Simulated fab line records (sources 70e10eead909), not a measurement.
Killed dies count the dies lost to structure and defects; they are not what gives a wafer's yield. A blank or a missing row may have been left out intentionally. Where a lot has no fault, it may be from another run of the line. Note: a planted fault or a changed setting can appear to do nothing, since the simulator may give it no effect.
One fault seen from 2 desks    flow nandHarc    each desk has only its own numbers; what lay behind them comes last

TOOL OWNER'S DESK, krfScanner-03
The tool's own readings at NHARC_P_GATE_EXPOSE_88 (exposes mask P HVN, target cd 2000 nm): means of the sampled wafers that have a number, for each lot that ran on this tool. A lot is out of limits, marked OUT, if its mean lies more than 4 standard deviations from the usual mean; the brackets give that distance.
Columns: A = focusOffsetNm at NHARC_P_GATE_EXPOSE_88, usual 0.0 nm
lot   first seen here  A
L526  day 6 03:32      -0.4
L538  day 11 22:50     0.4
L543  day 13 03:36     -0.2
L547  day 14 22:42     0.2
This desk found nothing out of limits on any of the 4 lots.

METROLOGY DESK
What the gauges read, lot by lot, whatever tool the lot ran on: means of the sampled wafers that have a number. A lot is out of limits, marked OUT, if its mean lies more than 4 standard deviations from the usual mean; the brackets give that distance.
Columns: A = cdNm at NHARC_P_GATE_CD_MEAS_59, usual 719.5 nm
lot   first seen here  A
L526  day 6 01:59      719.4
L535  day 10 02:52     719.1
L538  day 11 21:23     719.5
L543  day 13 02:02     721.3
L544  day 14 03:14     717.1
L546  day 14 09:29     718.1
L547  day 14 21:07     719.8
This desk found nothing out of limits on any of the 7 lots.

PUT TOGETHER
The desk of the tool owner found nothing out of limits.
The metrology desk saw nothing out of limits.

WHAT THE SIMULATOR PUT IN
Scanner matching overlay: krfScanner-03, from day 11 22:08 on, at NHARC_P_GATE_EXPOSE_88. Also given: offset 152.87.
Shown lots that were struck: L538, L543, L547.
